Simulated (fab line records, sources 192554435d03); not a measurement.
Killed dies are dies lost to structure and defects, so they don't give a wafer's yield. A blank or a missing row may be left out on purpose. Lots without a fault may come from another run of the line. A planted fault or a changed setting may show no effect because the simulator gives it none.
Chamber matching | flow n5_finfet | N5_BEOL_M6_CMP_52 on cmp-01: 4 sister chambers
The step polishes, stops on SiCOH lowk, t overpolish 6.9 s, target thk 80 nm. 8 wafers are shown with their chamber, then 10 later ones without.

WAFERS WITH THEIR CHAMBER
wafer  | chamber | motor_current_A (A) | time_to_endpoint_s (s)
L076.1 | 3       | 5.7                 | 63
L078.4 | 3       | 5.8                 | 62
L078.6 | 0       | 5.8                 | 60
L081.2 | 1       | 6.0                 | 55
L081.3 | 2       | 5.6                 | 55
L081.5 | 1       | 6.0                 | 53
L082.3 | 2       | 5.7                 | 60
L082.4 | 0       | 6.3                 | 60

WAFERS WITHOUT THEIR CHAMBER
wafer  | motor_current_A (A) | time_to_endpoint_s (s)
L082.5 | 5.4                 | 62
L088.1 | 6.0                 | 64
L088.3 | 6.2                 | 58
L088.4 | 5.9                 | 59
L091.2 | 5.9                 | 63
L091.3 | 5.5                 | 61
L091.6 | 5.8                 | 61
L095.2 | 5.6                 | 58
L095.3 | 5.9                 | 62
L095.4 | 6.3                 | 56

WHICH CHAMBER EACH WENT THROUGH
wafer  | from the rows above               | in truth
L082.5 | can't be placed: 3 or 2 or 0      | 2
L088.1 | can't be placed: 3 or 0           | 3
L088.3 | can't be placed: 0 or 1 or 2      | 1
L088.4 | can't be placed: 0 or 2 or 3 or 1 | 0
L091.2 | can't be placed: 3 or 0           | 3
L091.3 | can't be placed: 3 or 2 or 0      | 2
L091.6 | can't be placed: 3 or 0 or 2      | 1
L095.2 | 2                                 | 2
L095.3 | can't be placed: 3 or 0 or 2      | 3
L095.4 | can't be placed: 1 or 0 or 2      | 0
Placed correctly: 1 of 10. Can't be placed from these rows: 9 (the true chamber is among the candidates in 8). Placed wrongly: 0.
How it was worked out, from the rows above alone: a wafer's distance from a chamber is the root of the sum, over the readings, of the square of ((its reading less the chamber's mean) divided by the reading's scatter). The wafer belongs to the nearest chamber; if the next one is less than 2 further off, it can't be placed. A chamber's mean is the mean of its shown wafers. The scatter: the root of (the sum of the squares of (reading less its chamber's mean) over the shown wafers, divided by (wafers less chambers)).
